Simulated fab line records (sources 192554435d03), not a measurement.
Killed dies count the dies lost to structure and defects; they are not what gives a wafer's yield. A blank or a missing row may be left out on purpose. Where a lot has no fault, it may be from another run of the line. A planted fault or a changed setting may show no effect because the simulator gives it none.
Struck lot and sound lot, side by side + flow n5 finfet + 17 steps out of a route of 1938
Sound: these wafers, L632.2, L632.3, L632.4. The struck wafers were L626.3, L626.5, L626.6. Last of all comes the cause.
Order at every step that has rows: each side's tool, ch and its chambers, its first start. Under that, the readings that differ: sound wafers + struck wafers + difference of the means + sigmas: that difference in standard deviations of wafers without a fault.
alike: a reading whose means differ by less than 2 such deviations, as well as words and numbers matching on both sides. not compared: withheld readings; readings where some wafer has no value; bounds like >300 that might hide an equal value; numbers whose values overlap and for which the record gives no deviation.
A row with sigmas, a row that says differs or no value, or rows on one side alone: a step with any of these is where the two part. Numbers that have no deviation but don't overlap get no sigmas and don't part them. Lack of a reading on every wafer of one side parts them only where that side has two or more wafers.

first, 8 steps without rows for these wafers: N5_BEOL_M10_PRE_CLEAN_55 (time 15 s); N5_BEOL_M10_DEP_56 (deposits SiCN from 3MS/NH3, target thk 15 nm, time 26.5 s); N5_BEOL_M11_ILD_DEP_00 (deposits SiCOH lowk from DEMS/porogen, target thk 308.51 nm, time 58 s); N5_BEOL_M11_CURE_71 (cures SiCOH lowk, time 240 s); N5_BEOL_M11_PECVD_70 (deposits SiO2 from TEOS/O2, target thk 20 nm, time 22.7 s); N5_BEOL_M11_HM_DEP_02 (deposits TiN, target thk 20 nm); N5_BEOL_M11_COAT_59 (time 60 s, resist thk 100 nm); N5_BEOL_M11_COAT_60 (time 60 s, resist thk 30 nm).
N5_BEOL_M11_COAT_05: resist thk 90 nm.
  sound on litho track-05 ch 0, day 16 23:23; struck on litho track-01 ch 0, day 14 13:44
| reading                                       | sound                | struck               | difference | sigmas      |
|-----------------------------------------------|----------------------|----------------------|------------|-------------|
| spin speed rpm (rpm)                          | 1500.0 1498.4 1500.5 | 1345.0 1345.9 1343.7 | -154.8     | -99 or more |
| model.CAR-ArF_of_BEOL_M11_COAT_05.thk nm (nm) | 89.6 89.8 89.8       | 94.8 94.4 94.6       | +4.9       |             |
  alike: chill plate temp C, resist line temp C
then, 6 steps without rows for these wafers: N5_BEOL_M11_EBR_07; N5_BEOL_M11_SOFTBAKE_06 (time 60 s); N5_BEOL_M11_EXPOSE_08 (exposes mask M11); N5_BEOL_M11_PEB_09 (peb time 60 s); N5_BEOL_M11_DEVELOP_10 (develop time 30 s); N5_BEOL_M11_DESCUM_16 (chemistry O2, time 7.9 s).
N5_BEOL_M11_ETCH_61: etches SiARC in CF4, target depth 39 nm, time 65 s.
  sound on rie diel-04 ch 0,1,3, day 16 23:45; struck on rie diel-03 ch 1,2, day 14 14:14
| reading                                       | sound        | struck       | difference | sigmas |
|-----------------------------------------------|--------------|--------------|------------|--------|
| model.CAR-ArF_of_BEOL_M11_COAT_05.thk nm (nm) | 55 55.4 55.4 | 60.4 60 60.4 | +5.0       |        |
  alike: bias w, chamber pressure mTorr, drypump motor current A, etch rf on time s, oes product au, rf vpp V, showerhead plenum p Torr, throttle valve pct
  not compared: rf hours counter h
then, 1 step without rows for these wafers: N5_BEOL_M11_ETCH_62 (etches SOC in N2/H2, target depth 110 nm, overetch 22 nm, time 165 s).

WHERE THEY PART
At N5_BEOL_M11_COAT_05 and nowhere else, as far as this record goes. Later steps at which nothing parts them and some readings are alike: N5_BEOL_M11_ETCH_61.

WHY: what the simulator had put in
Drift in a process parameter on litho track-01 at N5_BEOL_M11_COAT_05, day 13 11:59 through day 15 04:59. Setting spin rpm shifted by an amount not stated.
